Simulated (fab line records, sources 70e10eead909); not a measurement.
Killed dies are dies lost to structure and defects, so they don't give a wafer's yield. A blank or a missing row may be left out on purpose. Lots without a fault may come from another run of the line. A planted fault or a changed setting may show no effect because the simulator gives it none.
One fault seen from 2 desks | flow nand_harc | each desk has only its own numbers; what lay behind them comes last

THE TOOL OWNER'S DESK: cmp-01
The tool's own readings at NHARC_P_BONDPAD_CMP_19 (polishes, t overpolish 30 s, cu recess touch 16 s, target thk 160.81 nm): means of the sampled wafers that have a number, for each lot that ran on this tool. A lot is out of limits, marked OUT, if its mean lies more than 4 standard deviations from the usual mean; the brackets give that distance.
Columns: A = motor_current_A at NHARC_P_BONDPAD_CMP_19, usual 12.6 A; B = overpolish_run_s at NHARC_P_BONDPAD_CMP_19, usual 30.001 s
lot  | first seen here | A    | B
L237 | day 8 14:08     | 11.8 | 29.998
L243 | day 10 16:47    | 11.6 | 30.003
L245 | day 11 20:32    | 11.9 | 29.997
L253 | day 14 23:29    | 11.8 | 29.993
This desk's finding: nothing out of limits on any of the 4 lots.

THE DEFECT DESK
What the inspections along the route counted, lot by lot: means of the sampled wafers that have a number. A lot is out of limits, marked OUT, if its mean lies more than 4 standard deviations from the usual mean; the brackets give that distance.
Columns: A = raw_defect_count at NHARC_P_BONDPAD_INSPECT_23, usual 331
lot  | first seen here | A
L236 | day 8 02:45     | 332
L237 | day 8 14:37     | 238
L239 | day 9 05:38     | 407
L243 | day 10 17:19    | 503
L245 | day 11 21:01    | 469
L250 | day 13 21:41    | 238
L252 | day 14 19:13    | 370
L253 | day 15 00:01    | 255
L254 | day 15 08:20    | 257
L256 | day 16 03:16    | 281
L255 | day 16 04:33    | 269
This desk's finding: nothing out of limits on any of the 11 lots.

PUT TOGETHER
The tool owner's desk saw nothing out of limits.
The defect desk saw nothing out of limits.

WHAT THE SIMULATOR HAD PUT IN
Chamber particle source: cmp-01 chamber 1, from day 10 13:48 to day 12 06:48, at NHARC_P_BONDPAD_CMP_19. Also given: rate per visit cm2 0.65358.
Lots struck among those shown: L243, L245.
